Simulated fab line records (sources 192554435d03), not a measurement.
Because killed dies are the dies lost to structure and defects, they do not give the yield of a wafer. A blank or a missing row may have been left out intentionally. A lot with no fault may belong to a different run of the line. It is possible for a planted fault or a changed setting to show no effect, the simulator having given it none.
Split-lot trial ; flow n5Finfet ; 21 wafers read across 7 lots, on a route 1938 steps long

ON THE SPLIT
At N5_MIM_TOP_ETCH_PECVD_03 (deposits SiNx from SiH4/NH3/N2, target thk 20 nm, time 17.6 s), the setting timeS was moved away from the recipe's 17.6 s on 7 of the 21 wafers read, by -14.5% to +5.2%. For the rest of the wafers, this setting stayed at what the recipe calls for.

Reading taken at the split's own step.

THE READING
SiNx_of_MIM_TOP_ETCH_PECVD_03.thkNm (the simulator's own value, which no gauge read), in nm, at N5_MIM_TOP_ETCH_PECVD_03 (deposits SiNx from SiH4/NH3/N2, target thk 20 nm, time 17.6 s). The file does not state a usual value for it. Across the 14 wafers here that went through the recipe, the average is 19.9 nm and the standard deviation 0.22 nm.

wafer;tool, chamber at the split;timeS as run, s;against the recipe;SiNx_of_MIM_TOP_ETCH_PECVD_03.thkNm, nm;against lot-mates on the recipe
L077.1;pecvd-03, 2;15.93;-9.5%;18;-1.8
L077.2;pecvd-03, 0;17.6;recipe;19.8;-
L077.3;pecvd-03, 1;15.93;-9.5%;17.8;-2.0
L081.1;pecvd-01, 0;17.6;recipe;20;-
L081.4;pecvd-01, 1,2;17.6;recipe;20.2;-
L081.5;pecvd-01, 1,2;17.6;recipe;20.2;-
L084.4;pecvd-03, 2;17.6;recipe;19.8;-
L084.5;pecvd-03, 0;17.6;recipe;20;-
L084.6;pecvd-03, 1;18.52;+5.2%;21;+1.1
L086.1;pecvd-03, 1;17.6;recipe;20.2;-
L086.3;pecvd-03, 2;17.6;recipe;20;-
L086.5;pecvd-03, 1;15.34;-12.8%;17.8;-2.3
L088.4;pecvd-03, 0;15.04;-14.5%;17;-2.9
L088.5;pecvd-03, 1;17.6;recipe;20;-
L088.6;pecvd-03, 2;17.6;recipe;19.8;-
L091.1;pecvd-04, 2;17.6;recipe;19.4;-
L091.2;pecvd-04, 1;17.6;recipe;19.8;-
L091.5;pecvd-04, 0;17.6;recipe;20;-
L094.1;pecvd-01, 2;17.6;recipe;19.6;-
L094.3;pecvd-01, 0;18.38;+4.4%;20.8;+1.2
L094.5;pecvd-01, 2;18.38;+4.4%;21.6;+2.0
Rows listing several chambers each stand for several wafers; the file does not say which wafer went through which chamber.

THE FIT
A straight line over all 21 wafers: SiNx_of_MIM_TOP_ETCH_PECVD_03.thkNm changes by +0.203 nm for each +1% of timeS; r = +0.97; the points scatter about the line by 0.28 nm.
The same after taking each lot's own level away (the mean of its wafers on the recipe; 21 wafers): +0.21 nm for each +1%; r = +0.97; scatter 0.28 nm.
According to that fit, moving timeS by its largest amount changes the reading by 3.1 nm.
The lots' own levels span 19.60 to 20.13 nm, that is 2.4 times the standard deviation above.
Consequently the slope shifts little with the lot-to-lot level, the two slopes agreeing.
Check: with one of the wafers moved furthest among these (-14.5%) left out of the fit, the line predicts -2.99 nm for it against its lot-mates. It came out at -2.9 nm against them.

OTHER SPLITS APPLIED TO THESE WAFERS
Before the reading, these wafers also passed through other splits. Each is held against what the fit with the lots' levels taken away leaves over:
other split on the same wafers;wafers away from the commonest value;r with SiNx_of_MIM_TOP_ETCH_PECVD_03.thkNm (lot level and that fit taken away)
N5_BEOL_M10_COAT_63 spinRpm;6;-0.50
N5_BEOL_M12_COAT_65 spinRpm;9;+0.42
N5_BEOL_M13_EXPOSE_25 doseMj;8;-0.05
N5_BEOL_M14_EXPOSE_25 doseMj;4;-0.01
N5_BEOL_M14_DEVELOP_27 developTimeS;6;-0.04

FILE'S OWN FIT
SiNx_of_MIM_TOP_ETCH_PECVD_03.thkNm changes by +0.2 nm for each +1% of timeS, r = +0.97.
